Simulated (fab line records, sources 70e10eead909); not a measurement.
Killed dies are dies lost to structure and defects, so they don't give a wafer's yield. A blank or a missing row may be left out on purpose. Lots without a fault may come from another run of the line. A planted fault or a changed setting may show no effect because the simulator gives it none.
Chamber matching | flow nand_harc | NHARC_A_CONTACT_ETCH_90 on rie_diel-01: 4 sister chambers
The step etches the open film in CH3F/O2, target depth 40 nm, time 85.7 s. 4 wafers are shown with their chamber, then 8 later ones without.

WAFERS WITH THEIR CHAMBER
wafer  | chamber | showerhead_plenum_p_Torr (Torr)
L717.6 | 2       | 2.47
L720.1 | 3       | 2.34
L720.6 | 0       | 2.33
L722.2 | 1       | 2.64

WAFERS WITHOUT THEIR CHAMBER
wafer  | showerhead_plenum_p_Torr (Torr)
L722.3 | 2.32
L722.4 | 2.47
L727.1 | 2.47
L727.3 | 2.34
L727.6 | 2.64
L725.2 | 2.34
L725.3 | 2.32
L725.5 | 2.32

WHICH CHAMBER EACH WENT THROUGH
wafer  | from the rows above     | in truth
L722.3 | can't be placed: 0 or 3 | 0
L722.4 | 2                       | 2
L727.1 | 2                       | 2
L727.3 | can't be placed: 3 or 0 | 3
L727.6 | 1                       | 1
L725.2 | can't be placed: 3 or 0 | 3
L725.3 | can't be placed: 0 or 3 | 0
L725.5 | can't be placed: 0 or 3 | 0
Placed correctly: 3 of 8. Can't be placed from these rows: 5 (the true chamber is among the candidates in 5). Placed wrongly: 0.
How it was worked out, from the rows above alone: a wafer's distance from a chamber is the root of the sum, over the readings, of the square of ((its reading less the chamber's mean) divided by the reading's scatter). The wafer belongs to the nearest chamber; if the next one is less than 2 further off, it can't be placed. A chamber's mean is the mean of its shown wafers. The scatter: with one shown wafer a chamber, the root of the mean of the squares of how far each hidden wafer lies from its nearest shown one.
